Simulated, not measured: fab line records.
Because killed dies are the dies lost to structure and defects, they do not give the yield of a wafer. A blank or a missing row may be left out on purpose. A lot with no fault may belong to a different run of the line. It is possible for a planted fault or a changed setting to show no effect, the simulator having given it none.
Matching of chambers    flow nand-harc    NHARC_A_ONON_D2_DEP_33 on pecvd-03 has 3 sister chambers
The step deposits SiO2, target thk 200 nm. 6 wafers are shown with their chamber, then 7 later ones without.

WAFERS WITH THEIR CHAMBER
wafer   chamber  heater-power-w (W)  throttle-valve-pct (%)
L454.4  0        394                 15.7
L459.2  1        633                 15.7
L459.4  1        483                 15.6
L459.5  2        560                 15.9
L466.2  2        572                 16.2
L466.3  0        436                 15.6

WAFERS MISSING THEIR CHAMBER
wafer   heater-power-w (W)  throttle-valve-pct (%)
L466.6  442                 15.3
L468.4  642                 15.7
L468.5  497                 16.3
L468.6  419                 15.7
L470.1  630                 15.6
L470.3  558                 16.3
L470.4  472                 15.5

EACH ONE'S CHAMBER
wafer   from the rows above      in truth
L466.6  can't be placed: 0 or 1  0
L468.4  can't be placed: 1 or 2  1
L468.5  2                        2
L468.6  can't be placed: 0 or 1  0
L470.1  1                        1
L470.3  2                        2
L470.4  can't be placed: 0 or 1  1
Correctly placed: 3 of 7. Not placeable from these rows: 4 (in 4, the candidates include the true chamber). 0 placed wrongly.
How it was worked out, from the rows above alone: a wafer's distance from a chamber is the root of the sum, over the readings, of the square of ((its reading less the chamber's mean) divided by the reading's scatter). The wafer belongs to the nearest chamber; if the next one is less than 2 further off, it can't be placed. For every chamber, the mean is computed from those of its wafers that are shown. The scatter: the root of (the sum of the squares of (reading less its chamber's mean) over the shown wafers, divided by (wafers less chambers)).
